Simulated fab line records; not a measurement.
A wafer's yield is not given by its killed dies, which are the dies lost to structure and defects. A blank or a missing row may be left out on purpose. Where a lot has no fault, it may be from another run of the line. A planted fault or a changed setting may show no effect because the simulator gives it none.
Comparing a struck lot with a sound one || flow nand harc || 36 steps out of a route of 1159
Sound: the wafers L339.1, L339.2, L339.4. Wafers L335.3, L335.4, L335.6 were the ones struck. The cause comes at the end.
Per side, at each step with rows, come the tool, then ch with its chambers, and then its first start. Under that, the readings that differ: sound wafers || struck wafers || difference of the means || sigmas: that difference in standard deviations of wafers without a fault.
alike: readings with means less than 2 such deviations apart, plus words and numbers identical on both sides. not compared: withheld readings, readings lacking a value on some wafer, bounds such as >300 that could conceal the same value, and numbers that have no deviation in the record and whose values overlap.
A row with sigmas, a row that says differs or no value, or rows on one side alone: a step with any of these is where the two part. Numbers that don't overlap but have no deviation are shown without sigmas and don't part them. A reading missing from all wafers of one side parts the sides only when that side holds two or more wafers.

first, 11 steps without rows for these wafers: NHARC_A_CONTACT_DESCUM_13 (chemistry O2, time 3 s); NHARC_A_CONTACT_ETCH_88 (etches the open film in CF4, target depth 39 nm, time 65 s); NHARC_A_CONTACT_ETCH_89 (etches the open film in N2/H2, target depth 260 nm, time 475.3 s); NHARC_A_CONTACT_ETCH_30 (etches the open film in CF4/CHF3, target depth 60.5 nm, time 30.2 s); NHARC_A_CONTACT_ETCH_31 (etches the open film in O2/COS, target depth 2000 nm, time 520 s); NHARC_A_CONTACT_ETCH_134 (etches the open film in C4F8/O2/Ar, time 140 s, target depth 700 nm); NHARC_A_CONTACT_ETCH_135 (etches the open film in C4F8/O2/Ar, time 132 s, target depth 1287 nm); NHARC_A_CONTACT_ETCH_136 (etches the open film in C4F8/O2/Ar, time 132 s, target depth 1287 nm); NHARC_A_CONTACT_ETCH_137 (etches the open film in C4F8/O2/Ar, time 132 s, target depth 1287 nm); NHARC_A_CONTACT_ETCH_138 (etches the open film in C4F8/O2/Ar, time 132 s, target depth 1289 nm); NHARC_A_CONTACT_ETCH_139 (etches the open film in C4F8/O2/Ar, time 137 s, target depth 590 nm).
NHARC_A_CONTACT_ETCH_92: etches the open film in CH3F/O2, target depth 40 nm, time 85.7 s.
  sound on rie diel-10 ch 0,1,2, day 21 14:13; struck on rie diel-12 ch 0,1,3, day 20 18:07
  alike: chamber pressure mTorr, drypump motor current A, oes product au, rf vpp V, showerhead plenum p Torr, throttle valve pct
  not compared: rf hours counter h
then, 23 steps without rows for these wafers: NHARC_A_CONTACT_ETCH_98 (etches the open film in C4F6/O2, target depth 20 nm, time 10 s); NHARC_A_CONTACT_STRIP_107 (strips in N2/H2); NHARC_A_CONTACT_STRIP_108 (strips in CF4/CHF3); NHARC_A_CONTACT_STRIP_109 (strips in O2/COS); NHARC_A_CONTACT_ETCH_110 (etches the open film in CF4/O2, target depth 50 nm, overetch 5 nm, time 27.5 s); NHARC_A_CONTACT_STRIP_26 (strips in O2); NHARC_A_CONTACT_STRIP_27 (strips in post etch residue remover, time 600 s); NHARC_A_CONTACT_ALD_18 (deposits TiN, target thk 3 nm, pulse time 1 s, ald cycles 150); NHARC_A_CONTACT_CVD_19 (deposits W, target thk 300 nm, time 802 s); NHARC_A_CONTACT_CMP_20 (polishes, t overpolish 30 s, target thk 300 nm); NHARC_A_CONTACT_SRD_22; NHARC_A_BLC_DEHYDRATE_00 (time 120 s); NHARC_A_BLC_HMDS_01 (time 30 s); NHARC_A_BLC_COAT_02 (time 75 s); NHARC_A_BLC_COAT_03 (time 65 s); NHARC_A_BLC_COAT_04 (resist thk 90 nm); NHARC_A_BLC_SOFTBAKE_05 (time 55 s); NHARC_A_BLC_EBR_06; NHARC_A_BLC_EXPOSE_07 (exposes mask A BLC, target cd 100 nm); NHARC_A_BLC_PEB_08 (peb time 65 s); NHARC_A_BLC_DEVELOP_09 (develop time 35 s); NHARC_A_BLC_DESCUM_15 (chemistry O2, time 3 s); NHARC_A_BLC_ETCH_16 (etches the open film in CF4, target depth 39 nm, time 65 s).
-- record jumps: 2 days between struck wafers' starts before vs after; left off in module A_BLC, resumes in module END, first step shown is number 1159 of the route --
NHARC_END_SORT_01:
  sound on prober-01 ch 0, day 23 23:42; struck on prober-02 ch 0, day 22 19:45
{"reading": "killed at array", "sound": "41 52 43", "struck": "125 104 137", "difference": "+77", "sigmas": "+8"}
{"reading": "killed dies", "sound": "45 55 47", "struck": "126 105 143", "difference": "+76", "sigmas": "+8"}
  alike: killed at other, killed at periphery, killed open, killed short

## WHERE THEY PART
At NHARC_END_SORT_01 and nowhere else, as far as this record goes.

WHY: what the simulator had put in
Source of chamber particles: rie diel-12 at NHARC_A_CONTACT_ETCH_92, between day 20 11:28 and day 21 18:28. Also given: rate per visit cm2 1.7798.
